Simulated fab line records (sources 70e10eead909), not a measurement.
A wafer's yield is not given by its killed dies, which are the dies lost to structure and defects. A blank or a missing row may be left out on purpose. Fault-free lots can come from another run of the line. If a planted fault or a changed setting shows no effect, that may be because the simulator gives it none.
Which tool was responsible? + flow nand_harc + 18 wafers from 6 lots sampled at 5 of the route's 1159 steps

== WHAT THE GAUGES READ, wafer by wafer ==
NHARC_END_SORT_01.
| lot  | measured     | on        | sort_bin_2_pct (%) |
|------|--------------|-----------|--------------------|
| L571 | day 23 08:51 | prober-02 | 97.3 97.2 96.2     |
| L574 | day 23 22:16 | prober-01 | 1.5 2.5 3.1        |

== WHICH TOOL RAN EACH LOT (tool, then ch and the chambers of the sampled wafers, then the start) ==
| lot  | NHARC_A_M1_PRE_CLEAN_32         | NHARC_A_BONDPAD_ETCH_12            | NHARC_A_BONDPAD_PRE_CLEAN_26            | NHARC_A_BONDPAD_ANNEAL_28        |
|------|---------------------------------|------------------------------------|-----------------------------------------|----------------------------------|
| L560 | pecvd-02 ch 1,2, day 18 13:02   | rie_diel-03 ch 1,3, day 18 15:24   | pvd_sputter-03, day 18 17:03 or earlier | rtp_anneal-02 ch 0, day 18 17:03 |
| L562 | pecvd-02 ch 0,1,2, day 19 02:34 | rie_diel-03 ch 0,1,2, day 19 04:52 | pvd_sputter-01, day 19 06:23 or earlier | rtp_anneal-01 ch 0, day 19 06:23 |
| L569 | pecvd-01 ch 0,1,2, day 20 14:13 | rie_diel-09 ch 0,1,2, day 20 16:22 | pvd_sputter-02, day 20 17:54 or earlier | rtp_anneal-02 ch 0, day 20 17:54 |
| L571 | pecvd-04 ch 0,1,2, day 21 04:27 | rie_diel-09 ch 1,2, day 21 06:34   | pvd_sputter-02, day 21 08:17 or earlier | rtp_anneal-01 ch 0, day 21 08:17 |
| L574 | pecvd-02 ch 0,2, day 22 06:49   | rie_diel-09 ch 1,3, day 22 09:05   | pvd_sputter-03, day 22 10:47 or earlier | rtp_anneal-01 ch 0, day 22 10:47 |
| L576 | pecvd-01 ch 0,1, day 22 13:47   | rie_diel-09 ch 0,3, day 22 15:54   | pvd_sputter-02, day 22 17:31 or earlier | rtp_anneal-02 ch 0, day 22 17:31 |
- NHARC_A_M1_PRE_CLEAN_32: time 12 s.
- NHARC_A_BONDPAD_ETCH_12: etches the open film in CHF3/O2, target depth 220 nm, time 110 s.
- NHARC_A_BONDPAD_PRE_CLEAN_26: time 30 s.
- NHARC_A_BONDPAD_ANNEAL_28: time 90 s.

== THE ANSWER, worked out from the rows above alone ==
Rule: the lots themselves supply what counts as usual. The widest of any qualifying gaps counts: lots, ordered by their means at a reading, are off when they make up no more than a third of the lots, leave a main group of 4 or more, and stand apart from it by 3 or more times the standard deviation of that group's means. A main group is skipped when, at the precision printed for the reading in the tables above, its means are all equal. A lot without any number at a reading at which 4 lots or more have one is off too. All remaining lots with rows at the step are treated as sound.
No lot is off at any reading shown: from this, nothing can be told.

== WHAT WAS PUT IN BY THE SIMULATOR ==
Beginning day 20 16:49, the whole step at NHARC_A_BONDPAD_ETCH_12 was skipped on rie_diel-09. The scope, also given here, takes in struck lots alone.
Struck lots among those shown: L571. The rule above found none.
